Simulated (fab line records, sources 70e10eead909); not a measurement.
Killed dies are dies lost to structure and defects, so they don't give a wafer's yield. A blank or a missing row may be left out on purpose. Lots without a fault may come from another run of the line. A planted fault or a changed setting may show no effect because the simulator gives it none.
Chamber matching | flow nand_harc | NHARC_A_CONTACT_ETCH_102 on rie_diel-06: 4 sister chambers
The step etches the open film in CF4/O2, target depth 100 nm, overetch 10 nm, time 55 s. 8 wafers are shown with their chamber, then 9 later ones without.

WAFERS WITH THEIR CHAMBER
wafer  | chamber | showerhead_plenum_p_Torr (Torr) | drypump_motor_current_A (A)
L113.5 | 2       | 1.28                            | 5.9
L119.4 | 1       | 1.30                            | 4.8
L119.5 | 3       | 1.32                            | 5.9
L122.1 | 1       | 1.30                            | 4.8
L122.6 | 0       | 1.27                            | 6.1
L133.3 | 3       | 1.31                            | 5.9
L133.4 | 2       | 1.28                            | 5.8
L133.6 | 0       | 1.27                            | 6.1

WAFERS WITHOUT THEIR CHAMBER
wafer  | showerhead_plenum_p_Torr (Torr) | drypump_motor_current_A (A)
L132.2 | 1.27                            | 6.1
L132.4 | 1.31                            | 5.9
L132.5 | 1.27                            | 6.1
L135.1 | 1.28                            | 5.8
L135.2 | 1.31                            | 5.9
L135.5 | 1.27                            | 6.1
L136.3 | 1.31                            | 5.9
L136.4 | 1.27                            | 6.1
L136.5 | 1.26                            | 6.1

WHICH CHAMBER EACH WENT THROUGH
wafer  | from the rows above | in truth
L132.2 | 0                   | 0
L132.4 | 3                   | 3
L132.5 | 0                   | 0
L135.1 | 2                   | 2
L135.2 | 3                   | 3
L135.5 | 0                   | 0
L136.3 | 3                   | 3
L136.4 | 0                   | 0
L136.5 | 0                   | 0
Placed correctly: 9 of 9. Can't be placed from these rows: 0. Placed wrongly: 0.
How it was worked out, from the rows above alone: a wafer's distance from a chamber is the root of the sum, over the readings, of the square of ((its reading less the chamber's mean) divided by the reading's scatter). The wafer belongs to the nearest chamber; if the next one is less than 2 further off, it can't be placed. A chamber's mean is the mean of its shown wafers. The scatter: the root of (the sum of the squares of (reading less its chamber's mean) over the shown wafers, divided by (wafers less chambers)).
